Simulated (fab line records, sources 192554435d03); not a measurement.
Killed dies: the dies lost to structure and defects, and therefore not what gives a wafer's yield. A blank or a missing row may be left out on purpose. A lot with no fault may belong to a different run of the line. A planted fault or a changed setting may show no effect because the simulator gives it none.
Matching of chambers | flow n5_finfet | rie_diel-05 running N5_FIN_CUT_STRIP_24: 4 sister chambers
The step strips in CF4. 22 wafers are shown with their chamber, then 11 later ones without.

== WAFERS WITH THEIR CHAMBER ==
wafer  | chamber | showerhead_plenum_p_Torr (Torr) | throttle_valve_pct (%) | rf_vpp_V (V)
L074.1 | 2       | 1.71                            | 14.06                  | 268.9
L074.3 | 3       | 1.78                            | 13.70                  | 268.9
L074.5 | 2       | 1.71                            | 14.05                  | 268.0
L075.2 | 1       | 1.92                            | 13.63                  | 273.3
L075.4 | 3       | 1.77                            | 13.71                  | 270.1
L075.6 | 2       | 1.71                            | 14.06                  | 269.6
L076.1 | 1       | 1.92                            | 13.65                  | 273.1
L076.4 | 3       | 1.77                            | 13.72                  | 270.4
L076.6 | 0       | 1.92                            | 13.44                  | 273.6
L077.1 | 0       | 1.92                            | 13.44                  | 273.0
L077.4 | 2       | 1.71                            | 14.07                  | 268.7
L077.6 | 3       | 1.77                            | 13.72                  | 270.1
L081.1 | 1       | 1.92                            | 13.66                  | 273.6
L081.2 | 2       | 1.70                            | 14.07                  | 269.2
L081.6 | 0       | 1.91                            | 13.46                  | 274.3
L082.1 | 1       | 1.92                            | 13.66                  | 272.9
L082.4 | 3       | 1.77                            | 13.18                  | 271.4
L082.5 | 1       | 1.92                            | 13.68                  | 271.8
L084.2 | 2       | 1.70                            | 14.10                  | 268.6
L084.5 | 1       | 1.92                            | 13.66                  | 272.9
L084.6 | 0       | 1.91                            | 13.46                  | 273.3
L090.3 | 1       | 1.91                            | 13.69                  | 271.9

SIGNATURES, as means of the wafers listed above
reading                  | chamber 0 | chamber 1 | chamber 2 | chamber 3 | scatter within a chamber
showerhead_plenum_p_Torr | 1.9150    | 1.9186    | 1.7067    | 1.7720    | 0.00471
throttle_valve_pct       | 13.4500   | 13.6614   | 14.0683   | 13.6060   | 0.113
rf_vpp_V                 | 273.550   | 272.786   | 268.833   | 270.180   | 0.684
Rule: a wafer lies at a distance from a chamber equal to the root of the sum of squares, over the readings, of (its reading less the chamber's mean, divided by the reading's scatter). The wafer belongs to the nearest chamber; if the next one is less than 2 further off, it can't be placed. The scatter is the square root of a quotient: the sum, over the shown wafers, of each reading's squared deviation from its chamber's mean, divided by wafers minus chambers.

== WAFERS MISSING THEIR CHAMBER ==
wafer  | showerhead_plenum_p_Torr (Torr) | throttle_valve_pct (%) | rf_vpp_V (V)
L090.4 | 1.91                            | 13.47                  | 273.4
L090.6 | 1.91                            | 13.69                  | 274.7
L095.2 | 1.91                            | 13.52                  | 273.3
L095.5 | 1.91                            | 13.70                  | 273.9
L095.6 | 1.91                            | 13.55                  | 274.9
L096.1 | 1.91                            | 13.72                  | 273.7
L096.2 | 1.91                            | 13.51                  | 272.1
L096.5 | 1.91                            | 13.73                  | 273.0
L097.3 | 1.76                            | 13.24                  | 271.0
L097.4 | 1.91                            | 13.56                  | 274.2
L097.5 | 1.91                            | 13.57                  | 273.1

== WHICH CHAMBER EACH WENT THROUGH ==
wafer  | from the rows above     | in truth
L090.4 | can't be placed: 0 or 1 | 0
L090.6 | can't be placed: 0 or 1 | 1
L095.2 | can't be placed: 0 or 1 | 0
L095.5 | can't be placed: 1 or 0 | 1
L095.6 | can't be placed: 0 or 1 | 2
L096.1 | can't be placed: 1 or 0 | 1
L096.2 | can't be placed: 0 or 1 | 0
L096.5 | can't be placed: 1 or 0 | 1
L097.3 | 3                       | 3
L097.4 | can't be placed: 0 or 1 | 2
L097.5 | can't be placed: 0 or 1 | 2
Placed correctly: 1 of 11. From these rows, 10 cannot be placed; in 7 the true chamber is one of the candidates. Number placed wrongly: 0.
